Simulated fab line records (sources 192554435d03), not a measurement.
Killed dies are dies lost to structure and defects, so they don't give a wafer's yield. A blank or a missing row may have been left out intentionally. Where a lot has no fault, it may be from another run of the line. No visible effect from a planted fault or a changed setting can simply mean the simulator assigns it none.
fab line records | flow n5_finfet
[record] lots = 7 wafers = 21 last_day = 17
route steps=1938 shown BEOL_M4@1069 PASSIVATION@1936
lots that met no fault: from a run of the same line without faults
start_h: start of the lot's first displayed wafer, in hours after the record's first day | wait_h: hours since the lot's step before | " repeats the value in the row above | L1.1+2: a single row standing in for several wafers | - no value present, or no start provided | * or withheld: withheld | < > ~ a bound
route shown NAME@n: a module of which the file shows steps, and the number in the route of the first | usual: average and standard deviation across the fault-free wafers | same: alike in all rows | chamber/n: place in a boat | sites: per-site readings | _std_site: standard deviation across them | _edge_site: the outer-site mean with the inner-site mean subtracted | radius_mm: how far each site lies from the wafer's centre | mask NAME#n: copy n | behind: the most recent tool/chamber to have shaped the wafer | hold: what put the lot on hold/how long, in hours/how the hold closed | device: the transistor (n, p or np) that didn't switch | end of line: the route-end tests of the same wafers | where a step has no rows: the recipe by itself | killed: count of dies lost to structure and defects at first sort (not the wafer's yield) | map: per-die view of a wafer (x killed, . not killed, _ where there is no die)
set.NAME: the run value of the setting; set.NAME@STEP: its run value at that earlier step | model.NAME: the simulator's own value behind a step, which no gauge read
certain route steps with their lots: each step a table, each wafer a row
services: from which hour (start_h, from the record's first day; less than 0 if before it) a tool's chamber was out of use, for how many hours, and why
[[steps]]
[step N5_BEOL_M4_STRIP_36]
[recipe] chemistry = N2/H2 power_w = 450 temp_c = 40 pressure_mtorr = 20 rf_frequency_hz = 6e+07 overash_fraction = 0.3 bias_power_w = 7 h2_frac = 0.5 n2_flow_sccm = 200 h2_flow_sccm = 200
[usual] drypump_motor_current_A = 5.7/0.53 n2_flow_sccm = 200.0/0.56 oes_product_au = 0.80/0.098 rf_vpp_V = 59.2/1.3 showerhead_plenum_p_Torr = 2.55/0.081 throttle_valve_pct = 23.62/0.19
// columns lot.wafer tool chamber start_h wait_h drypump_motor_current_A n2_flow_sccm oes_product_au rf_hours_counter_h rf_vpp_V showerhead_plenum_p_Torr throttle_valve_pct
L310.4 rie_diel-06 0 163.49 0.0 5.5 199.9 0.76 - 60.0 2.65 23.72
L310.5 " 3 " " 6.8 200.7 0.74 - 60.7 2.64 23.49
L310.6 " 1 " " 5.3 200.0 0.69 - 58.0 2.51 23.65
L316.1 rie_diel-04 1 203.38 0.0 5.6 199.6 0.70 220 60.3 2.51 23.88
L316.3 " 2 " " 6.6 199.3 0.94 18 60.7 2.71 23.76
L316.4 " 0 " " 5.6 199.6 0.69 250 59.9 2.50 24.07
L323.1 rie_diel-04 0 240.11 0.0 5.6 200.2 0.95 7 61.3 2.50 23.83
L323.2 " 3 " " 5.7 199.0 0.71 213 59.1 2.40 23.47
L323.4 " 1 " " 5.6 200.8 0.68 233 57.6 2.51 23.90
L327.2 rie_diel-06 2 261.78 0.0 5.4 200.7 0.88 35 60.2 2.48 23.39
L327.3 " 3 " " 6.9 199.8 0.73 201 60.1 2.62 23.55
L327.4 " 3 " " 6.8 199.2 0.72 - 61.5 2.62 23.55
L326.2 rie_diel-04 1 269.65 0.0 5.6 200.2 0.67 244 60.0 2.50 23.90
L326.4 " 3 " " 5.7 199.1 0.71 - 59.8 2.40 23.48
L326.6 " 1 " " 5.6 200.6 0.68 - 61.7 2.50 23.89
L331.2 rie_diel-04 3 298.89 0.0 5.7 200.2 0.70 237 57.5 2.39 23.49
L331.3 " 2 " " 6.5 201.3 0.85 58 60.0 2.69 23.83
L331.5 " 0 " " 5.6 199.7 0.89 - 60.5 2.49 23.80
L333.1 rie_diel-06 3 302.19 0.0 6.8 200.1 0.72 218 57.3 2.62 23.56
L333.2 " 0 " " 5.5 200.6 0.72 190 61.0 2.63 23.81
L333.6 " 2 " " 5.4 199.9 0.86 - 59.9 2.48 23.46
[step N5_BEOL_M4_TRENCH_ETCH_37]
[recipe] chemistry = C4F6/O2 target_depth_a = 555.55 target = SiOC time_s = 29.2 ion_energy_ev = 250 pressure_mtorr = 30 source_w = 355 bias_w = 185 Ar_flow_sccm = 300 C4F6_flow_sccm = 10 O2_flow_sccm = 10
[usual] drypump_motor_current_A = 5.7/0.54 oes_f_703_au = 0.80/0.091 oes_product_au = 0.80/0.097 rf_vpp_V = 661/4.7 showerhead_plenum_p_Torr = 2.86/0.083 throttle_valve_pct = 20.84/0.16
// columns lot.wafer tool chamber start_h wait_h drypump_motor_current_A oes_f_703_au oes_product_au rf_hours_counter_h rf_vpp_V showerhead_plenum_p_Torr throttle_valve_pct
L310.4 rie_diel-06 0 - - 5.5 0.77 0.76 - 668 2.96 20.94
L310.5 " 3 " " 6.8 0.76 0.74 - 662 2.95 20.90
L310.6 " 1 " " 5.3 0.70 0.69 - 655 2.81 20.89
L316.1 rie_diel-04 1 - - 5.6 0.70 0.68 220 662 2.81 20.79
L316.3 " 2 " " 6.5 0.93 0.93 18 667 3.03 20.84
L316.4 " 0 " " 5.6 0.70 0.68 250 659 2.82 21.33
L323.1 rie_diel-04 0 - - 5.6 0.95 0.95 7 659 2.81 20.99
L323.2 " 3 " " 5.7 0.73 0.72 213 664 2.70 20.64
L323.4 " 1 " " 5.6 0.70 0.68 233 662 2.80 20.81
L327.2 rie_diel-06 2 - - 5.4 0.89 0.88 35 657 2.80 20.79
L327.3 " 3 " " 6.8 0.73 0.72 201 662 2.93 20.93
L327.4 " 3 " " 6.8 0.74 0.71 - 661 2.93 20.95
L326.2 rie_diel-04 1 - - 5.6 0.69 0.67 244 662 2.80 20.82
L326.4 " 3 " " 5.6 0.73 0.72 - 662 2.70 20.67
L326.6 " 1 " " 5.6 0.68 0.67 - 662 2.80 20.80
L331.2 rie_diel-04 3 - - 5.6 0.72 0.71 237 663 2.69 20.67
L331.3 " 2 " " 6.5 0.86 0.86 58 667 3.01 20.89
L331.5 " 0 " " 5.6 0.90 0.88 - 660 2.80 21.02
L333.1 rie_diel-06 3 - - 6.8 0.72 0.71 218 662 2.92 20.97
L333.2 " 0 " " 5.5 0.72 0.72 190 666 2.93 21.02
L333.6 " 2 " " 5.4 0.86 0.86 - 658 2.79 20.82
[step N5_BEOL_M4_ETCH_41]
[recipe] chemistry = CH3F/O2 target = SiCN target_depth_a = 299 taper_deg = 2 time_s = 52.5 ion_energy_ev = 120 mask_material = TiN pressure_mtorr = 30 source_w = 395 bias_w = 75 Ar_flow_sccm = 150 CH3F_flow_sccm = 30 O2_flow_sccm = 20
[usual] drypump_motor_current_A = 5.7/0.53 oes_product_au = 0.80/0.096 rf_vpp_V = 297.6/1.5 showerhead_plenum_p_Torr = 2.01/0.061 throttle_valve_pct = 16.30/0.17
// columns lot.wafer tool chamber start_h wait_h drypump_motor_current_A oes_product_au rf_hours_counter_h rf_vpp_V showerhead_plenum_p_Torr throttle_valve_pct
L310.4 rie_diel-06 0 - - 5.5 0.76 - 298.7 2.08 16.44
L310.5 " 3 " " 6.8 0.75 - 297.8 2.07 16.40
L310.6 " 1 " " 5.4 0.69 - 295.5 1.98 16.41
L316.1 rie_diel-04 1 - - 5.6 0.70 220 298.3 1.97 16.31
L316.3 " 2 " " 6.5 0.94 18 300.1 2.13 16.22
L316.4 " 0 " " 5.6 0.69 250 297.9 1.98 16.82
L323.1 rie_diel-04 0 - - 5.6 0.94 7 297.2 1.98 16.36
L323.2 " 3 " " 5.6 0.73 213 295.7 1.90 16.18
L323.4 " 1 " " 5.6 0.69 233 297.3 1.97 16.34
L327.2 rie_diel-06 2 - - 5.4 0.88 35 295.3 1.96 16.20
L327.3 " 3 " " 6.8 0.72 201 298.6 2.06 16.47
L327.4 " 3 " " 6.8 0.71 - 298.3 2.06 16.48
L326.2 rie_diel-04 1 - - 5.6 0.67 244 298.7 1.96 16.37
L326.4 " 3 " " 5.6 0.72 - 295.3 1.89 16.20
L326.6 " 1 " " 5.6 0.68 - 296.5 1.96 16.35
L331.2 rie_diel-04 3 - - 5.6 0.70 237 295.5 1.89 16.22
L331.3 " 2 " " 6.5 0.86 58 299.4 2.12 16.29
L331.5 " 0 " " 5.6 0.89 - 296.5 1.97 16.41
L333.1 rie_diel-06 3 - - 6.8 0.71 218 298.1 2.06 16.50
L333.2 " 0 " " 5.5 0.72 190 300.5 2.06 16.53
L333.6 " 2 " " 5.4 0.85 - 295.3 1.96 16.23
[step N5_BEOL_M4_STRIP_97]
[recipe] chemistry = N2/H2 time_s = 10 power_w = 450 temp_c = 40 pressure_mtorr = 20 rf_frequency_hz = 6e+07 bias_power_w = 7 n2_flow_sccm = 200 h2_flow_sccm = 200
[usual] drypump_motor_current_A = 5.7/0.53 n2_flow_sccm = 200.1/0.66 oes_product_au = 0.80/0.098 rf_vpp_V = 59.2/0.85 showerhead_plenum_p_Torr = 2.55/0.081 throttle_valve_pct = 23.62/0.19
// columns lot.wafer tool chamber start_h wait_h drypump_motor_current_A n2_flow_sccm oes_product_au rf_hours_counter_h rf_vpp_V showerhead_plenum_p_Torr throttle_valve_pct
L310.4 rie_diel-06 0 - - 5.5 200.6 0.76 - 58.1 2.65 23.72
L310.5 " 3 " " 6.8 199.7 0.75 - 59.6 2.64 23.50
L310.6 " 1 " " 5.3 200.4 0.69 - 59.2 2.51 23.65
L316.1 rie_diel-04 1 - - 5.6 200.7 0.69 220 57.8 2.51 23.88
L316.3 " 2 " " 6.5 200.1 0.92 18 59.3 2.71 23.76
L316.4 " 0 " " 5.6 199.9 0.68 250 59.6 2.50 24.09
L323.1 rie_diel-04 0 - - 5.6 199.6 0.95 7 59.2 2.50 23.82
L323.2 " 3 " " 5.6 199.8 0.72 213 60.1 2.40 23.47
L323.4 " 1 " " 5.6 199.7 0.69 233 59.3 2.51 23.91
L327.2 rie_diel-06 2 - - 5.4 198.9 0.88 35 59.6 2.48 23.41
L327.3 " 3 " " 6.8 200.9 0.72 201 59.0 2.62 23.56
L327.4 " 3 " " 6.8 200.4 0.72 - 58.6 2.62 23.55
L326.2 rie_diel-04 1 - - 5.6 199.2 0.67 244 59.6 2.50 23.91
L326.4 " 3 " " 5.7 200.4 0.71 - 58.7 2.40 23.48
L326.6 " 1 " " 5.6 199.2 0.68 - 58.9 2.50 23.91
L331.2 rie_diel-04 3 - - 5.6 199.4 0.70 237 58.5 2.39 23.48
L331.3 " 2 " " 6.5 199.4 0.84 58 59.4 2.69 23.80
L331.5 " 0 " " 5.6 199.3 0.90 - 59.1 2.49 23.83
L333.1 rie_diel-06 3 - - 6.8 199.6 0.71 218 59.5 2.62 23.55
L333.2 " 0 " " 5.5 200.0 0.72 190 59.9 2.63 23.77
L333.6 " 2 " " 5.4 199.2 0.86 - 58.1 2.48 23.43
[step N5_BEOL_M4_OCD_MEAS_38]
[usual] trench_depth_nm = 55.4/0.75
// columns lot.wafer tool chamber start_h wait_h trench_depth_nm
L310.4 ocd-01 - 163.66 - 54.3
L310.5 " - " " 54.6
L310.6 " - " " 54.7
L316.1 ocd-02 - 203.58 - 53.9
L316.3 " - " " 55.0
L316.4 " - " " 54.7
L323.1 ocd-01 - 240.31 - 55.6
L323.2 " - " " 55.2
L323.4 " - " " 53.5
L327.2 ocd-01 - 261.97 - 55.4
L327.3 " - " " 54.6
L327.4 " - " " 54.5
L326.2 ocd-02 - 269.84 - 53.8
L326.4 " - " " 55.5
L326.6 " - " " 54.0
L331.2 ocd-01 - 299.09 - 55.3
L331.3 " - " " 55.1
L331.5 " - " " 56.2
L333.1 ocd-01 - 302.38 - 54.6
L333.2 " - " " 55.4
L333.6 " - " " 55.0
[step N5_BEOL_M4_HM_STRIP_39]
[recipe] chemistry = peroxide_tin_strip material = TiN target_depth_a = 250 temp_c = 50 time_s = 158
[step N5_BEOL_M4_SRD_40]
[recipe] time_s = 30 temp_c = 23 rinse_liquid = diw dry = ipa_marangoni
[step N5_BEOL_M4_PRECLEAN_42]
[recipe] chemistry = residue_remover time_s = 60 temp_c = 40
[step N5_BEOL_M4_SRD_43]
[recipe] time_s = 30 temp_c = 23 rinse_liquid = diw dry = ipa_marangoni
[step N5_BEOL_M4_CD_MEAS_35]
[recipe] target_cd_nm = 18 target_cd_y_nm = 22.4 polarity = opening
[usual] cd_nm = 17.99/0.29
// columns lot.wafer tool chamber start_h wait_h cd_nm
L310.4 cd_sem-01 - 163.82 0.0 18.38
L310.5 " - " " 18.19
L310.6 " - " " 17.63
L316.1 cd_sem-02 - 203.73 0.0 18.02
L316.3 " - " " 17.94
L316.4 " - " " 18.01
L323.1 cd_sem-01 - 240.46 0.0 18.06
L323.2 " - " " 18.16
L323.4 " - " " 18.08
L327.2 cd_sem-02 - 262.12 0.0 18.41
L327.3 " - " " 17.97
L327.4 " - " " 18.20
L326.2 cd_sem-02 - 270.00 0.0 17.53
L326.4 " - " " 17.95
L326.6 " - " " 17.79
L331.2 cd_sem-03 - 299.25 0.0 18.27
L331.3 " - " " 17.79
L331.5 " - " " 17.84
L333.1 cd_sem-01 - 302.53 0.0 17.63
L333.2 " - " " 17.04
L333.6 " - " " 17.33
[step N5_BEOL_M4_DEGAS_44]
[recipe] ambient = vacuum temp_c = 250 time_s = 60
[step N5_BEOL_M4_PRE_CLEAN_45]
[recipe] gas = H2/He time_s = 30 temp_c = 250
[step N5_BEOL_M4_ALD_84]
[recipe] material = TaN target_thk_a = * temp_c = 275 ald_precursor_family = PDMAT ald_co_reactant = NH3 pressure_torr = 3 carrier_flow_sccm = 1500 pulse_time_s = 2 purge_time_s = 3 co_reactant_purge_time_s = 2 co_reactant_pulse_time_s = 3 ald_cycles = 30 precursor_vessel_temp_c = 75 precursor_vessel_pressure_torr = 26.25 precursor_vessel_carrier_sccm = 1000
[usual] co_reactant_pulse_time_s = 3/0 heater_power_w = 422/39 precursor_vessel_pressure_torr = 26.25/0.053 precursor_vessel_temp_c = 75.01/0.12
[same] purge_time_s = 3
// columns lot.wafer tool chamber start_h wait_h co_reactant_pulse_time_s heater_power_w precursor_vessel_pressure_torr precursor_vessel_temp_c
L310.4 ald_metal-03 0 164.34 0.1 3 391 26.23 75.20
L310.5 " 0 " " 3 390 26.20 75.13
L310.6 " 1 " " 3 436 26.31 75.13
L316.1 ald_metal-02 1 204.25 0.0 3 462 26.14 74.99
L316.3 " 2 " " 3 424 26.15 75.06
L316.4 " 0 " " 3 401 26.30 74.96
L323.1 ald_metal-03 3 240.86 0.1 2.811 432 26.21 75.05
L323.2 " 0 " " 2.811 392 26.37 75.02
L323.4 " 1 " " 2.811 432 26.30 74.94
L327.2 ald_metal-03 3 264.61 0.1 2.811 422 26.25 74.95
L327.3 " 1 " " 2.811 436 26.27 74.98
L327.4 " 2 " " 2.811 432 26.29 74.94
L326.2 ald_metal-03 0 270.30 0.1 2.811 396 26.35 75.13
L326.4 " 1 " " 2.811 421 26.21 74.96
L326.6 " 3 " " 2.811 421 26.32 75.04
L331.2 ald_metal-04 3 299.98 0.0 3 363 26.38 74.98
L331.3 " 2 " " 3 460 26.26 75.04
L331.5 " 3 " " 3 353 26.27 75.00
L333.1 ald_metal-02 1 303.11 0.2 3 480 26.28 74.91
L333.2 " 0 " " 3 395 26.23 74.75
L333.6 " 0 " " 3 401 26.20 75.03
[step N5_BEOL_M4_SURFACE_TREAT_85]
[recipe] gas = Ar time_s = * ion_energy_ev = * ion_current_ma_cm2 = 0.5 pressure_mtorr = * ar_flow_sccm = 30
[usual] throttle_valve_pct = *
// columns lot.wafer tool chamber start_h wait_h throttle_valve_pct
L310.4 pvd_sputter-03 - 164.62 0.2 *
L310.5 " - " " *
L310.6 " - " " *
L316.1 pvd_sputter-02 - 204.53 0.2 *
L316.3 " - " " *
L316.4 " - " " *
L323.1 pvd_sputter-02 - 241.09 0.1 *
L323.2 " - " " *
L323.4 " - " " *
L327.2 pvd_sputter-01 - 264.89 0.2 *
L327.3 " - " " *
L327.4 " - " " *
L326.2 pvd_sputter-02 - 270.59 0.2 *
L326.4 " - " " *
L326.6 " - " " *
L331.2 pvd_sputter-02 - 300.29 0.2 *
L331.3 " - " " *
L331.5 " - " " *
L333.1 pvd_sputter-02 - 303.37 0.2 *
L333.2 " - " " *
L333.6 " - " " *
[step N5_BEOL_M4_RC_MEAS_101]
[usual] DIBL_N = 36.4/1.5 DIBL_P = 36.6/1.9 IOFF_N = 0.155/0.021 IOFF_P = 0.211/0.028 ION_N = 671/8.6 ION_P = 462/5.8 SS_N = 71.5/0.5 SS_P = 73.4/0.58 VT_N = 250.1/2.4 VT_P = -250.1/3
// columns lot.wafer tool chamber start_h wait_h DIBL_N[mV/V] DIBL_P[mV/V] IOFF_N[nA/um] IOFF_P[nA/um] ION_N[uA/um] ION_P[uA/um] SS_N[mV/dec] SS_P[mV/dec] VT_N[mV] VT_P[mV]
L310.4 prober-02 0 168.33 0.5 34.4 33.7 0.124 0.178 662 456 71.0 73.0 250.8 -250.5
L310.5 " 0 " " 37.6 37.7 0.184 0.230 690 464 72.1 73.9 249.1 -249.0
L310.6 " 0 " " 35.3 34.4 0.138 0.184 683 464 71.2 72.2 251.8 -250.1
L316.1 prober-02 0 207.70 0.0 34.2 33.3 0.116 0.171 657 460 71.2 72.3 251.6 -255.3
L316.3 " 0 " " 35.4 35.3 0.141 0.204 668 466 71.0 73.1 250.3 -248.9
L316.4 " 0 " " 38.1 37.4 0.175 0.223 664 462 71.5 73.7 249.8 -249.3
L323.1 prober-01 0 244.20 0.0 36.8 35.1 0.138 0.189 666 460 71.4 72.8 250.7 -253.3
L323.2 " 0 " " 37.1 35.7 0.148 0.196 671 460 71.5 72.9 251.4 -253.0
L323.4 " 0 " " 36.1 34.0 0.129 0.175 666 456 70.4 72.6 252.9 -252.5
L327.2 prober-01 0 268.82 0.2 39.5 40.0 0.203 0.260 674 463 72.3 74.1 247.5 -249.3
L327.3 " 0 " " 39.6 40.0 0.206 0.262 677 464 72.4 73.9 245.3 -248.5
L327.4 " 0 " " 39.0 38.8 0.194 0.248 670 463 72.1 73.7 247.8 -249.0
L326.2 prober-01 0 273.91 0.2 37.2 36.7 0.153 0.222 671 460 72.1 73.7 250.6 -249.2
L326.4 " 0 " " 35.3 34.4 0.115 0.187 653 455 71.2 72.6 255.9 -250.6
L326.6 " 0 " " 38.0 37.9 0.162 0.244 662 460 72.1 73.5 250.1 -247.3
L331.2 prober-01 0 303.97 0.2 38.0 39.2 0.164 0.232 663 458 72.0 74.1 253.2 -247.9
L331.3 " 0 " " 38.0 39.1 0.172 0.229 680 469 71.4 73.5 248.9 -248.7
L331.5 " 0 " " 39.2 40.8 0.197 0.266 677 465 71.9 74.4 247.6 -245.2
L333.1 prober-02 0 308.25 0.0 34.5 34.4 0.117 0.138 674 460 70.9 72.5 252.8 -259.8
L333.2 " 0 " " 36.2 35.8 0.140 0.153 675 455 71.0 73.1 251.5 -257.3
L333.6 " 0 " " 37.7 38.3 0.170 0.188 680 454 70.7 74.0 247.1 -252.9
[step N5_PASSIVATION_PROBE_49]
[usual] defect_limited_yield = 91.5/1.4 killed_at_M0_to_M3 = 33/10 killed_at_M4_up = 13/5 killed_at_contacts = 13/5.6 killed_at_front_end = 38/12 killed_at_other = 3.9/2.7 killed_dies = 100/16 killed_open = 66/13 killed_short = 32/7.2 sort_bin_5_function = 5.0/0.97 sort_bin_6_memory = 3.2/0.61 sort_n_pass = 1080/16 sort_yield_pct = 91.5/1.4
[same] gross_dies = 1180 killed_at_back_side = 0 sort_bin_4_leakage[%] = 0 sort_bin_8_speed[%] = 0
// columns lot.wafer tool chamber start_h wait_h defect_limited_yield[%] killed_at_M0_to_M3 killed_at_M4_up killed_at_contacts killed_at_front_end killed_at_other killed_dies killed_open killed_short sort_bin_5_function[%] sort_bin_6_memory[%] sort_n_pass sort_yield_pct[%]
L316.1 prober-01 - 309.56 0.0 93.1 33 9 13 24 2 81 54 26 3.7 3.0 1099 93.1
L316.3 prober-01 - 309.66 0.1 92.2 35 6 15 34 2 92 53 39 4.2 3.3 1088 92.2
L316.4 prober-01 - 309.71 0.2 93.6 18 13 10 30 4 75 50 25 3.6 2.6 1105 93.6
L331.2 prober-02 - 414.34 0.1 92.8 15 12 15 40 3 85 50 35 5.1 2.1 1095 92.8
// killed by level:class
L316.1 MOL_CONTACT_COAG:geometric_particle:open=12 BEOL_M2:geometric_particle:open=12 BEOL_M1:geometric_particle:open=8 BEOL_M0_SAQP:geometric_particle:short=7 FIN_SAQP:geometric_particle:short=5 STI_FIN_REVEAL:geometric_particle:open=4 FIN_SAQP:geometric_particle:open=3 DUMMY_GATE:geometric_particle:open=2
L316.3 MOL_CONTACT_COAG:geometric_particle:open=11 FIN_SAQP:geometric_particle:short=9 BEOL_M1:geometric_particle:open=9 FIN_SAQP:geometric_particle:open=8 BEOL_M0_SAQP:geometric_particle:short=6 STARTING-WAFER:geometric_particle:short=6 BEOL_M2:geometric_particle:open=5 DUMMY_GATE:geometric_particle:short=5
L316.4 MOL_CONTACT_COAG:geometric_particle:open=9 FIN_SAQP:geometric_particle:short=7 BEOL_M0_SAQP:geometric_particle:short=6 BEOL_M0_SAQP:geometric_particle:open=6 GATE_CUT:geometric_particle:short=5 BEOL_M4:geometric_particle:open=5 STI_FIN_REVEAL:geometric_particle:open=4 FIN_SAQP:geometric_particle:open=3
L331.2 FIN_SAQP:geometric_particle:open=9 MOL_CONTACT_COAG:geometric_particle:open=9 GATE_CUT:geometric_particle:short=7 FIN_SAQP:geometric_particle:short=6 STI_FIN_REVEAL:geometric_particle:open=6 MOL_CONTACT_COAG:geometric_particle:short=6 BEOL_M4:geometric_particle:open=6 BEOL_M3:geometric_particle:open=5
[[services]]
// columns tool chamber start_h hours kind
rie_diel-06 2 150.22 - clean
rie_diel-06 2 150.22 - consumable_replace:focus_ring
rie_diel-06 2 150.22 14.8 scheduled_down
rie_diel-06 2 150.22 14.8 vent_cycle
ald_metal-04 2 180.37 35.2 repair
rie_diel-04 0 204.28 - clean
rie_diel-04 0 204.28 - consumable_replace:focus_ring
rie_diel-04 0 204.28 17.3 scheduled_down
rie_diel-04 0 204.28 17.3 vent_cycle
rie_diel-04 1 217.32 5.2 repair
ald_metal-02 2 230.35 24.7 repair
rie_diel-06 1 242.35 55.8 repair
ald_metal-03 - 255.55 1.3 repair
ald_metal-04 - 257.14 8.7 pm
rie_diel-04 0 265.68 8.2 repair
rie_diel-06 2 272.24 7.4 repair
ald_metal-04 2 272.58 5.5 repair
rie_diel-04 1 282.28 - clean
rie_diel-04 1 282.28 - consumable_replace:focus_ring
rie_diel-04 1 282.28 15.7 scheduled_down
rie_diel-04 1 282.28 15.7 vent_cycle
ald_metal-02 1 295.06 7.0 repair
ald_metal-02 - 299.34 2.8 pm
rie_diel-04 2 302.97 9.8 repair
[[key]]
[first_sign] step = N5_BEOL_M4_ALD_84 reading = co_reactant_pulse_time_s direction = down sigmas = 99+ usual = * struck = *
effect none on later readings
met_at N5_BEOL_M4_ALD_84
struck_wafers L323.1,L323.2,L323.4,L326.2,L326.4,L326.6,L327.2,L327.3,L327.4
onset_between 164.34 240.86
[fault] kind = process_parameter_drift tool = ald_metal-03 chamber = - onset_h = 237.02 steps = N5_BEOL_M4_ALD_84 channel = co_reactant_pulse_time_s offset = * shape = step end_h = 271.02 acts_in = * stated = *
